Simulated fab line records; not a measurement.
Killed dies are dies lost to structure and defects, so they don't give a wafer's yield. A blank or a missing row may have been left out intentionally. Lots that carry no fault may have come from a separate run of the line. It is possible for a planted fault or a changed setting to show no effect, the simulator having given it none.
Which tool did it? || flow nand-harc || Sampling: 24 lots, 72 wafers, 5 of 1302 route steps

== WHAT THE GAUGES READ, wafer by wafer ==
NHARC_A_M1_OVL_MEAS_10: pitch 240 nm.
{"lot": "L074", "measured": "day 22 13:02", "on": "overlay-02", "overlay-x-nm (nm)": "-0.3 -0.4 -0.6", "overlay-y-nm (nm)": "-0.6 0.3 -0.3"}
{"lot": "L075", "measured": "day 23 04:58", "on": "overlay-02", "overlay-x-nm (nm)": "-1.5 -1.4 -1.7", "overlay-y-nm (nm)": "0.9 0.9 0.7"}
{"lot": "L076", "measured": "day 23 11:13", "on": "overlay-02", "overlay-x-nm (nm)": "-1.7 -0.5 -0.8", "overlay-y-nm (nm)": "0.1 0.1 0.6"}
{"lot": "L078", "measured": "day 23 18:22", "on": "overlay-01", "overlay-x-nm (nm)": "-0.9 -0.3 -0.4", "overlay-y-nm (nm)": "-0.4 -0.8 -0.6"}
{"lot": "L077", "measured": "day 24 11:37", "on": "overlay-02", "overlay-x-nm (nm)": "0.5 -0.1 -0.2", "overlay-y-nm (nm)": "-0.7 -0.8 -0.3"}
{"lot": "L080", "measured": "day 25 04:34", "on": "overlay-01", "overlay-x-nm (nm)": "-0.2 -0.1 -0.2", "overlay-y-nm (nm)": "-0.3 0.1 -0.3"}
{"lot": "L079", "measured": "day 25 12:17", "on": "overlay-01", "overlay-x-nm (nm)": "0.2 0.1 0.2", "overlay-y-nm (nm)": "-0.6 -0.3 0.3"}
{"lot": "L081", "measured": "day 25 16:19", "on": "overlay-01", "overlay-x-nm (nm)": "0.5 0.5 0.5", "overlay-y-nm (nm)": "-0.4 -0.3 0.1"}
{"lot": "L082", "measured": "day 26 03:51", "on": "overlay-01", "overlay-x-nm (nm)": "-0.7 -0.9 -0.8", "overlay-y-nm (nm)": "1.7 2.2 1.7"}
{"lot": "L084", "measured": "day 26 18:44", "on": "overlay-02", "overlay-x-nm (nm)": "-0.3 0.0 0.2", "overlay-y-nm (nm)": "-0.6 -0.6 -0.6"}
{"lot": "L083", "measured": "day 27 02:02", "on": "overlay-02", "overlay-x-nm (nm)": "0.7 1.4 0.7", "overlay-y-nm (nm)": "0.6 0.2 1.5"}
{"lot": "L086", "measured": "day 27 06:34", "on": "overlay-02", "overlay-x-nm (nm)": "0.4 -0.1 0.3", "overlay-y-nm (nm)": "-0.5 -0.4 -0.8"}
{"lot": "L085", "measured": "day 27 07:28", "on": "overlay-01", "overlay-x-nm (nm)": "0.5 0.9 0.1", "overlay-y-nm (nm)": "0.5 0.1 1.5"}
{"lot": "L088", "measured": "day 28 14:34", "on": "overlay-01", "overlay-x-nm (nm)": "-0.5 -0.5 -0.4", "overlay-y-nm (nm)": "0.6 -0.1 -0.6"}
{"lot": "L089", "measured": "day 28 16:20", "on": "overlay-02", "overlay-x-nm (nm)": "-0.3 -0.3 0.6", "overlay-y-nm (nm)": "-0.4 -0.7 -0.3"}
{"lot": "L087", "measured": "day 28 22:16", "on": "overlay-02", "overlay-x-nm (nm)": "-0.4 -0.9 -0.9", "overlay-y-nm (nm)": "-0.5 0.4 -0.2"}
{"lot": "L091", "measured": "day 29 04:16", "on": "overlay-02", "overlay-x-nm (nm)": "-0.2 -0.1 -0.4", "overlay-y-nm (nm)": "-1.8 -2.1 -3.1"}
{"lot": "L090", "measured": "day 29 04:45", "on": "overlay-01", "overlay-x-nm (nm)": "0.9 0.2 0.7", "overlay-y-nm (nm)": "0.2 -0.2 -0.1"}
{"lot": "L093", "measured": "day 30 22:40", "on": "overlay-01", "overlay-x-nm (nm)": "0.1 -0.2 -0.5", "overlay-y-nm (nm)": "1.3 0.9 0.7"}
{"lot": "L092", "measured": "day 31 00:55", "on": "overlay-02", "overlay-x-nm (nm)": "-0.7 -0.4 -0.4", "overlay-y-nm (nm)": "-1.9 -2.0 -1.6"}
{"lot": "L094", "measured": "day 31 07:14", "on": "overlay-02", "overlay-x-nm (nm)": "0.9 1.0 1.6", "overlay-y-nm (nm)": "-1.6 -1.6 -1.5"}
{"lot": "L095", "measured": "day 31 15:40", "on": "overlay-01", "overlay-x-nm (nm)": "0.5 0.0 0.7", "overlay-y-nm (nm)": "0.8 -0.4 1.0"}
{"lot": "L096", "measured": "day 31 23:45", "on": "overlay-01", "overlay-x-nm (nm)": "0.7 0.6 1.1", "overlay-y-nm (nm)": "-0.1 -0.4 -0.6"}
{"lot": "L097", "measured": "day 32 09:48", "on": "overlay-02", "overlay-x-nm (nm)": "-0.3 -0.9 -1.0", "overlay-y-nm (nm)": "0.6 0.2 0.4"}

NHARC_A_M1_CD_MEAS_16.
{"lot": "L074", "measured": "day 22 13:55", "on": "cd-sem-01", "cd-nm (nm)": "120.0 117.4 119.4"}
{"lot": "L075", "measured": "day 23 05:22", "on": "cd-sem-02", "cd-nm (nm)": "120.4 119.2 118.1"}
{"lot": "L076", "measured": "day 23 11:40", "on": "cd-sem-02", "cd-nm (nm)": "121.2 121.0 119.9"}
{"lot": "L078", "measured": "day 23 18:46", "on": "cd-sem-01", "cd-nm (nm)": "119.9 121.0 118.4"}
{"lot": "L077", "measured": "day 24 12:01", "on": "cd-sem-02", "cd-nm (nm)": "121.1 119.7 119.9"}
{"lot": "L080", "measured": "day 25 04:59", "on": "cd-sem-03", "cd-nm (nm)": "119.0 120.5 119.5"}
{"lot": "L079", "measured": "day 25 12:44", "on": "cd-sem-03", "cd-nm (nm)": "120.2 119.9 121.5"}
{"lot": "L081", "measured": "day 25 16:43", "on": "cd-sem-01", "cd-nm (nm)": "119.4 119.5 119.4"}
{"lot": "L082", "measured": "day 26 04:15", "on": "cd-sem-03", "cd-nm (nm)": "119.5 120.6 119.3"}
{"lot": "L084", "measured": "day 26 19:08", "on": "cd-sem-03", "cd-nm (nm)": "121.1 120.8 120.0"}
{"lot": "L083", "measured": "day 27 02:26", "on": "cd-sem-02", "cd-nm (nm)": "119.5 118.5 119.6"}
{"lot": "L086", "measured": "day 27 06:58", "on": "cd-sem-02", "cd-nm (nm)": "118.7 119.4 118.9"}
{"lot": "L085", "measured": "day 27 07:53", "on": "cd-sem-03", "cd-nm (nm)": "119.0 119.5 120.5"}
{"lot": "L088", "measured": "day 28 15:01", "on": "cd-sem-02", "cd-nm (nm)": "119.2 120.4 119.0"}
{"lot": "L089", "measured": "day 28 16:47", "on": "cd-sem-02", "cd-nm (nm)": "119.3 119.6 119.3"}
{"lot": "L087", "measured": "day 28 22:43", "on": "cd-sem-03", "cd-nm (nm)": "117.9 120.1 120.2"}
{"lot": "L091", "measured": "day 29 04:40", "on": "cd-sem-03", "cd-nm (nm)": "120.2 119.0 120.9"}
{"lot": "L090", "measured": "day 29 05:10", "on": "cd-sem-01", "cd-nm (nm)": "119.4 118.0 118.8"}
{"lot": "L093", "measured": "day 30 23:04", "on": "cd-sem-03", "cd-nm (nm)": "121.5 120.4 120.7"}
{"lot": "L092", "measured": "day 31 01:19", "on": "cd-sem-03", "cd-nm (nm)": "120.6 119.2 119.0"}
{"lot": "L094", "measured": "day 31 07:38", "on": "cd-sem-02", "cd-nm (nm)": "119.6 120.4 119.9"}
{"lot": "L095", "measured": "day 31 16:05", "on": "cd-sem-01", "cd-nm (nm)": "119.9 118.8 119.8"}
{"lot": "L096", "measured": "day 32 00:09", "on": "cd-sem-03", "cd-nm (nm)": "120.2 118.3 119.8"}
{"lot": "L097", "measured": "day 32 10:13", "on": "cd-sem-01", "cd-nm (nm)": "119.1 118.6 118.4"}

NHARC_A_M1_THK_MEAS_24: measures by xrf.
{"lot": "L074", "measured": "day 22 16:04", "on": "film-metro-01", "thk-nm (nm)": "153.6 154.1 154.3"}
{"lot": "L075", "measured": "day 23 07:31", "on": "film-metro-01", "thk-nm (nm)": "152.5 154.0 156.0"}
{"lot": "L076", "measured": "day 23 13:50", "on": "film-metro-02", "thk-nm (nm)": "157.1 154.4 152.7"}
{"lot": "L078", "measured": "day 23 20:55", "on": "film-metro-02", "thk-nm (nm)": "153.0 157.0 155.0"}
{"lot": "L077", "measured": "day 24 14:11", "on": "film-metro-01", "thk-nm (nm)": "156.9 154.7 155.4"}
{"lot": "L080", "measured": "day 25 07:05", "on": "film-metro-02", "thk-nm (nm)": "151.3 156.1 153.4"}
{"lot": "L079", "measured": "day 25 15:05", "on": "film-metro-02", "thk-nm (nm)": "154.8 151.4 155.4"}
{"lot": "L081", "measured": "day 25 18:50", "on": "film-metro-02", "thk-nm (nm)": "154.5 152.4 153.6"}
{"lot": "L082", "measured": "day 26 06:35", "on": "film-metro-01", "thk-nm (nm)": "153.3 152.4 152.4"}
{"lot": "L084", "measured": "day 26 21:16", "on": "film-metro-01", "thk-nm (nm)": "151.6 153.7 152.8"}
{"lot": "L083", "measured": "day 27 04:38", "on": "film-metro-01", "thk-nm (nm)": "153.8 153.4 154.5"}
{"lot": "L086", "measured": "day 27 09:04", "on": "film-metro-01", "thk-nm (nm)": "156.0 155.0 152.6"}
{"lot": "L085", "measured": "day 27 09:59", "on": "film-metro-01", "thk-nm (nm)": "156.0 154.8 152.4"}
{"lot": "L088", "measured": "day 28 17:14", "on": "film-metro-01", "thk-nm (nm)": "153.7 152.7 152.4"}
{"lot": "L089", "measured": "day 28 18:56", "on": "film-metro-02", "thk-nm (nm)": "154.0 153.5 153.3"}
{"lot": "L087", "measured": "day 29 00:53", "on": "film-metro-02", "thk-nm (nm)": "156.7 149.9 156.6"}
{"lot": "L091", "measured": "day 29 06:50", "on": "film-metro-01", "thk-nm (nm)": "151.6 155.3 155.0"}
{"lot": "L090", "measured": "day 29 07:59", "on": "film-metro-02", "thk-nm (nm)": "155.4 157.5 151.7"}
{"lot": "L093", "measured": "day 31 01:13", "on": "film-metro-01", "thk-nm (nm)": "154.6 150.0 155.1"}
{"lot": "L092", "measured": "day 31 03:25", "on": "film-metro-01", "thk-nm (nm)": "153.8 156.8 155.0"}
{"lot": "L094", "measured": "day 31 09:47", "on": "film-metro-02", "thk-nm (nm)": "152.5 154.2 153.1"}
{"lot": "L095", "measured": "day 31 18:14", "on": "film-metro-02", "thk-nm (nm)": "155.1 153.8 155.2"}
{"lot": "L096", "measured": "day 32 02:18", "on": "film-metro-01", "thk-nm (nm)": "155.1 152.5 155.5"}
{"lot": "L097", "measured": "day 32 12:22", "on": "film-metro-02", "thk-nm (nm)": "155.3 157.2 156.0"}

== TOOL THAT RAN EACH LOT (tool first, then ch and the chambers of the sampled wafers, then the start) ==
{"lot": "L074", "NHARC_A_M0_ANNEAL_30": "rtp-anneal-02 ch 0, day 22 10:50", "NHARC_A_M1_PVD_20": "pvd-sputter-01, day 22 16:04 or earlier"}
{"lot": "L075", "NHARC_A_M0_ANNEAL_30": "rtp-anneal-02 ch 0, day 23 02:41", "NHARC_A_M1_PVD_20": "pvd-sputter-01, day 23 07:31 or earlier"}
{"lot": "L076", "NHARC_A_M0_ANNEAL_30": "rtp-anneal-01 ch 0, day 23 08:57", "NHARC_A_M1_PVD_20": "pvd-sputter-01, day 23 13:50 or earlier"}
{"lot": "L078", "NHARC_A_M0_ANNEAL_30": "rtp-anneal-02 ch 0, day 23 15:45", "NHARC_A_M1_PVD_20": "pvd-sputter-01, day 23 20:55 or earlier"}
{"lot": "L077", "NHARC_A_M0_ANNEAL_30": "rtp-anneal-01 ch 0, day 24 09:20", "NHARC_A_M1_PVD_20": "pvd-sputter-03, day 24 14:11 or earlier"}
{"lot": "L080", "NHARC_A_M0_ANNEAL_30": "rtp-anneal-01 ch 0, day 25 02:19", "NHARC_A_M1_PVD_20": "pvd-sputter-01, day 25 07:05 or earlier"}
{"lot": "L079", "NHARC_A_M0_ANNEAL_30": "rtp-anneal-01 ch 0, day 25 10:10", "NHARC_A_M1_PVD_20": "pvd-sputter-02, day 25 15:05 or earlier"}
{"lot": "L081", "NHARC_A_M0_ANNEAL_30": "rtp-anneal-02 ch 0, day 25 14:09", "NHARC_A_M1_PVD_20": "pvd-sputter-03, day 25 18:50 or earlier"}
{"lot": "L082", "NHARC_A_M0_ANNEAL_30": "rtp-anneal-01 ch 0, day 26 01:36", "NHARC_A_M1_PVD_20": "pvd-sputter-03, day 26 06:35 or earlier"}
{"lot": "L084", "NHARC_A_M0_ANNEAL_30": "rtp-anneal-02 ch 0, day 26 16:26", "NHARC_A_M1_PVD_20": "pvd-sputter-03, day 26 21:16 or earlier"}
{"lot": "L083", "NHARC_A_M0_ANNEAL_30": "rtp-anneal-01 ch 0, day 26 23:53", "NHARC_A_M1_PVD_20": "pvd-sputter-01, day 27 04:38 or earlier"}
{"lot": "L086", "NHARC_A_M0_ANNEAL_30": "rtp-anneal-01 ch 0, day 27 04:18", "NHARC_A_M1_PVD_20": "pvd-sputter-02, day 27 09:04 or earlier"}
{"lot": "L085", "NHARC_A_M0_ANNEAL_30": "rtp-anneal-01 ch 0, day 27 05:13", "NHARC_A_M1_PVD_20": "pvd-sputter-02, day 27 09:59 or earlier"}
{"lot": "L088", "NHARC_A_M0_ANNEAL_30": "rtp-anneal-01 ch 0, day 28 12:22", "NHARC_A_M1_PVD_20": "pvd-sputter-03, day 28 17:14 or earlier"}
{"lot": "L089", "NHARC_A_M0_ANNEAL_30": "rtp-anneal-01 ch 0, day 28 14:02", "NHARC_A_M1_PVD_20": "pvd-sputter-01, day 28 18:56 or earlier"}
{"lot": "L087", "NHARC_A_M0_ANNEAL_30": "rtp-anneal-01 ch 0, day 28 20:01", "NHARC_A_M1_PVD_20": "pvd-sputter-01, day 29 00:53 or earlier"}
{"lot": "L091", "NHARC_A_M0_ANNEAL_30": "rtp-anneal-01 ch 0, day 29 01:54", "NHARC_A_M1_PVD_20": "pvd-sputter-01, day 29 06:50 or earlier"}
{"lot": "L090", "NHARC_A_M0_ANNEAL_30": "rtp-anneal-02 ch 0, day 29 02:21", "NHARC_A_M1_PVD_20": "pvd-sputter-02, day 29 07:59 or earlier"}
{"lot": "L093", "NHARC_A_M0_ANNEAL_30": "rtp-anneal-01 ch 0, day 30 20:31", "NHARC_A_M1_PVD_20": "pvd-sputter-01, day 31 01:13 or earlier"}
{"lot": "L092", "NHARC_A_M0_ANNEAL_30": "rtp-anneal-02 ch 0, day 30 22:35", "NHARC_A_M1_PVD_20": "pvd-sputter-01, day 31 03:25 or earlier"}
{"lot": "L094", "NHARC_A_M0_ANNEAL_30": "rtp-anneal-02 ch 0, day 31 05:09", "NHARC_A_M1_PVD_20": "pvd-sputter-03, day 31 09:47 or earlier"}
{"lot": "L095", "NHARC_A_M0_ANNEAL_30": "rtp-anneal-02 ch 0, day 31 13:25", "NHARC_A_M1_PVD_20": "pvd-sputter-02, day 31 18:14 or earlier"}
{"lot": "L096", "NHARC_A_M0_ANNEAL_30": "rtp-anneal-01 ch 0, day 31 21:32", "NHARC_A_M1_PVD_20": "pvd-sputter-02, day 32 02:18 or earlier"}
{"lot": "L097", "NHARC_A_M0_ANNEAL_30": "rtp-anneal-01 ch 0, day 32 07:32", "NHARC_A_M1_PVD_20": "pvd-sputter-02, day 32 12:22 or earlier"}
- NHARC_A_M0_ANNEAL_30: time 90 s.
- NHARC_A_M1_PVD_20: deposits TaN, target thk 5 nm, time 8.06 s.

== WHAT THE TOOLS THEMSELVES READ (means of the sampled wafers that have a number; where no wafer has one, the mark that the record gives instead) ==
NHARC_A_M0_ANNEAL_30.
{"lot": "L074", "tool": "rtp-anneal-02", "wafer_temp_C_max": 225.79}
{"lot": "L075", "tool": "rtp-anneal-02", "wafer_temp_C_max": 225.47}
{"lot": "L076", "tool": "rtp-anneal-01", "wafer_temp_C_max": 226.03}
{"lot": "L078", "tool": "rtp-anneal-02", "wafer_temp_C_max": 225.79}
{"lot": "L077", "tool": "rtp-anneal-01", "wafer_temp_C_max": 225.91}
{"lot": "L080", "tool": "rtp-anneal-01", "wafer_temp_C_max": 226.13}
{"lot": "L079", "tool": "rtp-anneal-01", "wafer_temp_C_max": 226.11}
{"lot": "L081", "tool": "rtp-anneal-02", "wafer_temp_C_max": 225.92}
{"lot": "L082", "tool": "rtp-anneal-01", "wafer_temp_C_max": 226.20}
{"lot": "L084", "tool": "rtp-anneal-02", "wafer_temp_C_max": 225.70}
{"lot": "L083", "tool": "rtp-anneal-01", "wafer_temp_C_max": 226.03}
{"lot": "L086", "tool": "rtp-anneal-01", "wafer_temp_C_max": 226.07}
{"lot": "L085", "tool": "rtp-anneal-01", "wafer_temp_C_max": 226.08}
{"lot": "L088", "tool": "rtp-anneal-01", "wafer_temp_C_max": 226.04}
{"lot": "L089", "tool": "rtp-anneal-01", "wafer_temp_C_max": 225.94}
{"lot": "L087", "tool": "rtp-anneal-01", "wafer_temp_C_max": 226.10}
{"lot": "L091", "tool": "rtp-anneal-01", "wafer_temp_C_max": 225.68}
{"lot": "L090", "tool": "rtp-anneal-02", "wafer_temp_C_max": 225.68}
{"lot": "L093", "tool": "rtp-anneal-01", "wafer_temp_C_max": 225.89}
{"lot": "L092", "tool": "rtp-anneal-02", "wafer_temp_C_max": 225.62}
{"lot": "L094", "tool": "rtp-anneal-02", "wafer_temp_C_max": 225.50}
{"lot": "L095", "tool": "rtp-anneal-02", "wafer_temp_C_max": 225.68}
{"lot": "L096", "tool": "rtp-anneal-01", "wafer_temp_C_max": 226.17}
{"lot": "L097", "tool": "rtp-anneal-01", "wafer_temp_C_max": 225.82}

NHARC_A_M1_PVD_20.
{"lot": "L074", "tool": "pvd-sputter-01", "chamber-pressure-pa (Pa)": 0.12, "substrate-temp-c (C)": 50.02, "throttle-valve-pct (%)": 31.0}
{"lot": "L075", "tool": "pvd-sputter-01", "chamber-pressure-pa (Pa)": 0.12, "substrate-temp-c (C)": 50.03, "throttle-valve-pct (%)": 29.6}
{"lot": "L076", "tool": "pvd-sputter-01", "chamber-pressure-pa (Pa)": 0.12, "substrate-temp-c (C)": 50.16, "throttle-valve-pct (%)": 30.3}
{"lot": "L078", "tool": "pvd-sputter-01", "chamber-pressure-pa (Pa)": 0.12, "substrate-temp-c (C)": 50.04, "throttle-valve-pct (%)": 30.1}
{"lot": "L077", "tool": "pvd-sputter-03", "chamber-pressure-pa (Pa)": 0.12, "substrate-temp-c (C)": 49.97, "throttle-valve-pct (%)": 29.3}
{"lot": "L080", "tool": "pvd-sputter-01", "chamber-pressure-pa (Pa)": 0.12, "substrate-temp-c (C)": 49.97, "throttle-valve-pct (%)": 29.8}
{"lot": "L079", "tool": "pvd-sputter-02", "chamber-pressure-pa (Pa)": 0.12, "substrate-temp-c (C)": 49.94, "throttle-valve-pct (%)": 30.8}
{"lot": "L081", "tool": "pvd-sputter-03", "chamber-pressure-pa (Pa)": 0.12, "substrate-temp-c (C)": 50.10, "throttle-valve-pct (%)": 28.5}
{"lot": "L082", "tool": "pvd-sputter-03", "chamber-pressure-pa (Pa)": 0.12, "substrate-temp-c (C)": 49.98, "throttle-valve-pct (%)": 29.2}
{"lot": "L084", "tool": "pvd-sputter-03", "chamber-pressure-pa (Pa)": 0.12, "substrate-temp-c (C)": 50.04, "throttle-valve-pct (%)": 29.0}
{"lot": "L083", "tool": "pvd-sputter-01", "chamber-pressure-pa (Pa)": 0.12, "substrate-temp-c (C)": 49.98, "throttle-valve-pct (%)": 30.2}
{"lot": "L086", "tool": "pvd-sputter-02", "chamber-pressure-pa (Pa)": 0.12, "substrate-temp-c (C)": 49.92, "throttle-valve-pct (%)": 31.3}
{"lot": "L085", "tool": "pvd-sputter-02", "chamber-pressure-pa (Pa)": 0.12, "substrate-temp-c (C)": 50.04, "throttle-valve-pct (%)": 31.1}
{"lot": "L088", "tool": "pvd-sputter-03", "chamber-pressure-pa (Pa)": 0.12, "substrate-temp-c (C)": 50.05, "throttle-valve-pct (%)": 28.7}
{"lot": "L089", "tool": "pvd-sputter-01", "chamber-pressure-pa (Pa)": 0.12, "substrate-temp-c (C)": 50.02, "throttle-valve-pct (%)": 29.9}
{"lot": "L087", "tool": "pvd-sputter-01", "chamber-pressure-pa (Pa)": 0.12, "substrate-temp-c (C)": 50.00, "throttle-valve-pct (%)": 30.0}
{"lot": "L091", "tool": "pvd-sputter-01", "chamber-pressure-pa (Pa)": 0.12, "substrate-temp-c (C)": 49.99, "throttle-valve-pct (%)": 30.2}
{"lot": "L090", "tool": "pvd-sputter-02", "chamber-pressure-pa (Pa)": 0.12, "substrate-temp-c (C)": 49.95, "throttle-valve-pct (%)": 30.1}
{"lot": "L093", "tool": "pvd-sputter-01", "chamber-pressure-pa (Pa)": 0.12, "substrate-temp-c (C)": 50.00, "throttle-valve-pct (%)": 30.7}
{"lot": "L092", "tool": "pvd-sputter-01", "chamber-pressure-pa (Pa)": 0.12, "substrate-temp-c (C)": 50.03, "throttle-valve-pct (%)": 30.5}
{"lot": "L094", "tool": "pvd-sputter-03", "chamber-pressure-pa (Pa)": 0.12, "substrate-temp-c (C)": 50.00, "throttle-valve-pct (%)": 29.7}
{"lot": "L095", "tool": "pvd-sputter-02", "chamber-pressure-pa (Pa)": 0.12, "substrate-temp-c (C)": 50.01, "throttle-valve-pct (%)": 31.0}
{"lot": "L096", "tool": "pvd-sputter-02", "chamber-pressure-pa (Pa)": 0.12, "substrate-temp-c (C)": 50.05, "throttle-valve-pct (%)": 31.4}
{"lot": "L097", "tool": "pvd-sputter-02", "chamber-pressure-pa (Pa)": 0.12, "substrate-temp-c (C)": 49.98, "throttle-valve-pct (%)": 30.6}

== THE ANSWER, worked out from the rows above alone ==
Rule: usual is defined by the lots themselves. The widest of any qualifying gaps counts: lots, ordered by their means at a reading, are off when they make up no more than a third of the lots, leave a main group of 4 or more, and stand apart from it by 3 or more times the standard deviation of that group's means. A main group is skipped when, at the precision printed for the reading in the tables above, its means are all equal. Also off: a lot with no number at a reading for which 4 or more lots have one. Any other lot the step has rows for is counted as sound. The gauges are gone through in route order, then the tools' own readings, and for those a lot's mean is taken as printed above. The first step at which some lot is off is used, and at that step the reading that is off furthest; a lot without a number counts as furthest.
No lot is off on any of the readings shown, so nothing can be concluded from this.

== WHAT THE SIMULATOR PUT IN ==
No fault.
